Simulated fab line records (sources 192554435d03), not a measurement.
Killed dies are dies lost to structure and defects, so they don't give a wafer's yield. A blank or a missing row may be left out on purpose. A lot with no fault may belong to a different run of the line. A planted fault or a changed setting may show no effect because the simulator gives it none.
Matching of chambers	flow n5 finfet	N5_GATE_CUT_ETCH_58 on rie diel-06: 4 sister chambers
The step etches SiNx in CH3F/O2, target depth 17 nm, time 128.6 s. 4 wafers are shown with their chamber, then 8 later ones without.

WAFERS PAIRED WITH THEIR CHAMBERS
wafer	chamber	drypump motor current A (A)
L079.2	2	5.91
L079.6	0	5.09
L084.5	3	5.32
L085.1	1	5.46

WAFERS WHOSE CHAMBER IS MISSING
wafer	drypump motor current A (A)
L085.3	5.90
L085.6	5.92
L092.1	5.07
L092.2	5.35
L092.3	5.89
L095.2	5.04
L095.3	5.43
L095.6	5.92

EACH ONE'S CHAMBER
wafer	from the rows above	in truth
L085.3	2	2
L085.6	2	2
L092.1	0	0
L092.2	3	3
L092.3	2	2
L095.2	0	0
L095.3	1	1
L095.6	2	2
Placed correctly: 8 of 8. Can't be placed from these rows: 0. 0 placed wrongly.
How it was worked out, from the rows above alone: a wafer's distance from a chamber is the root of the sum, over the readings, of the square of ((its reading less the chamber's mean) divided by the reading's scatter). If the next closest chamber is less than 2 further off than the closest, the wafer can't be placed; otherwise it belongs to the closest. Each chamber's mean is taken over the wafers shown for it. The scatter: root of mean squared gap, hidden wafer to nearest shown wafer, with one shown wafer a chamber.
